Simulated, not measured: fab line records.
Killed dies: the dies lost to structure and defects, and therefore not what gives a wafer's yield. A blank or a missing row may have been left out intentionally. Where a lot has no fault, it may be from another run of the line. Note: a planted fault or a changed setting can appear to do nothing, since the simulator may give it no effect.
Struck lot and sound lot, side by side -- flow nandHarc -- 23 out of 1302 route steps
Sound: these wafers, L863.3, L863.4, L863.5. The struck wafers were L873.3, L873.4, L873.5. Last of all comes the cause.
Each step with rows lists, per side, the tool, then ch with its chambers, then its first start. Under that, the readings that differ: sound wafers -- struck wafers -- difference of the means -- sigmas: that difference in standard deviations of wafers without a fault.
alike: readings with means less than 2 such deviations apart, plus words and numbers identical on both sides. not compared: withheld readings, readings lacking a value on some wafer, bounds such as >300 that could conceal the same value, and numbers that have no deviation in the record and whose values overlap.
Wherever a step has rows on one side only, a row that says differs or no value, or a row with sigmas, the two part there. Non-overlapping numbers with no deviation appear without sigmas and do not part them. A reading missing from all wafers of one side parts the sides only when that side holds two or more wafers.

NHARC_A_M0_INSPECT_27:
  sound on defectInspect-01 at day 25 03:34; struck on defectInspect-01 at day 29 00:11
  alike: rawDefectCount
NHARC_A_M0_PRE_CLEAN_31: time 12 s.
  sound on pecvd-01 ch 0,1,2, day 25 03:40; struck on pecvd-01 ch 0,1,2, day 29 00:17
  alike: heaterPowerW
  not compared: sinceWetCleanH
NHARC_A_M0_DEP_32: deposits SiCN, target thk 30 nm.
  sound on pecvd-01 ch 0,1,2, day 25 03:48; struck on pecvd-01 ch 0,1,2, day 29 00:25
  alike: heaterPowerW
  not compared: sinceWetCleanH
then, 8 steps without rows for these wafers: NHARC_A_M1_DEP_00 (deposits SiOC, target thk 182.5 nm); NHARC_A_M1_DEHYDRATE_01 (time 120 s); NHARC_A_M1_HMDS_02 (time 30 s); NHARC_A_M1_COAT_34 (time 65 s); NHARC_A_M1_COAT_03 (resist thk 90 nm); NHARC_A_M1_SOFTBAKE_04 (time 55 s); NHARC_A_M1_EBR_05; NHARC_A_M1_EXPOSE_06 (exposes mask A M1, target cd 120 nm).
NHARC_A_M1_PEB_07: peb time 65 s.
  sound on lithoTrack-06 ch 0, day 25 04:47; struck on lithoTrack-01 ch 0, day 29 01:29
reading,sound,struck,difference,sigmas
heaterPowerTotalW (W),157.1 157.0 157.2,149.8 148.9 149.9,-7.6,-18
plateTempC (C),100.11 100.03 99.90,96.71 96.80 96.68,-3.28,-25
  alike: resistLineTempC
then, 1 step without rows for these wafers: NHARC_A_M1_DEVELOP_08 (develop time 35 s).
NHARC_A_M1_CD_MEAS_09: target cd 120 nm.
  sound on cdSem-03 ch 0, day 25 04:52; struck on cdSem-01 ch 0, day 29 01:35
reading,sound,struck,difference,sigmas
cdNm (nm),120.8 120.6 121.2,106.2 107.8 107.6,-13.7,-27
NHARC_A_M1_OVL_MEAS_10: pitch 240 nm.
  sound on overlay-02 at day 25 04:56; struck on overlay-02 at day 29 01:40
  alike: overlayXNm, overlayYNm
NHARC_A_M1_INSPECT_11:
  sound on defectInspect-01 at day 25 04:59; struck on defectInspect-01 at day 29 01:42
reading,sound,struck,difference,sigmas
rawDefectCount,33 25 14,136 126 108,+99,+2
NHARC_A_M1_DESCUM_14: chemistry O2, time 3 s.
  sound on rieDiel-02 ch 0,2,3, day 25 05:02; struck on rieDiel-07 ch 1,2,3, day 29 01:46
reading,sound,struck,difference,sigmas
model.A_M1.cdNm (nm),120.3 120.9 121,107.1 107.9 107.7,-13.2,
  alike: drypumpMotorCurrentA, oesProductAu, rfVppV, showerheadPlenumPTorr, throttleValvePct
  not compared: rfHoursCounterH
NHARC_A_M1_ETCH_35: etches the open film in N2/H2, target depth 40 nm, overetch 12 nm, time 43.94 s.
  sound on rieDiel-02 ch 2,3, day 25 05:08; struck on rieDiel-07 ch 0,1,3, day 29 01:51
reading,sound,struck,difference,sigmas
throttleValvePct (%),14.192 14.187 14.173,14.166 14.173 14.152,-0.020,-2
  alike: drypumpMotorCurrentA, mfcArSccm, oesProductAu, rfVppV, showerheadPlenumPTorr
  not compared: rfHoursCounterH
NHARC_A_M1_ETCH_15: etches the open film in C4F8/Ar, target depth 182.5 nm, time 91.2 s.
  sound: rieDiel-02 ch 0,1,2; struck: rieDiel-07 ch 1,2
  alike: oesProductAu, rfVppV
  not compared: rfHoursCounterH
NHARC_A_M1_CD_MEAS_16:
  sound on cdSem-01 at day 25 05:21; struck on cdSem-02 at day 29 02:04
reading,sound,struck,difference,sigmas
cdNm (nm),120.3 120.8 120.8,107.4 107.6 107.2,-13.2,-22
NHARC_A_M1_STRIP_18: strips in N2/H2.
  sound on rieDiel-01 ch 0,2,3, day 25 05:28; struck on rieDiel-01 ch 2,3, day 29 02:08
  alike: drypumpMotorCurrentA, mfcArSccm, oesProductAu, rfVppV, showerheadPlenumPTorr, throttleValvePct
  not compared: rfHoursCounterH
NHARC_A_M1_ETCH_28: etches the open film in CF4/N2, target depth 30 nm, time 72.99 s.
  sound: rieDiel-01 ch 1,2,3; struck: rieDiel-01 ch 1,3
reading,sound,struck,difference,sigmas
model.A_M1.cdNm (nm),121.1 120.8 121.4,107.4 107.3 107.7,-13.6,
  alike: cf4FlowSccm, drypumpMotorCurrentA, mfcArSccm, oesProductAu, rfVppV, showerheadPlenumPTorr, throttleValvePct
  not compared: rfHoursCounterH
then, 1 step without rows for these wafers: NHARC_A_M1_STRIP_19 (strips in post etch residue remover, time 600 s).

## WHERE THEY PART
Earliest at NHARC_A_M1_PEB_07; latest, in this record, at NHARC_A_M1_CD_MEAS_16. Later steps at which nothing parts them and some readings are alike: NHARC_A_M1_STRIP_18, NHARC_A_M1_ETCH_28.

WHY: whatever the simulator had introduced
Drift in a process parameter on lithoTrack-01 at NHARC_A_M1_PEB_07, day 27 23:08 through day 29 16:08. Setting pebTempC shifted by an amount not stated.
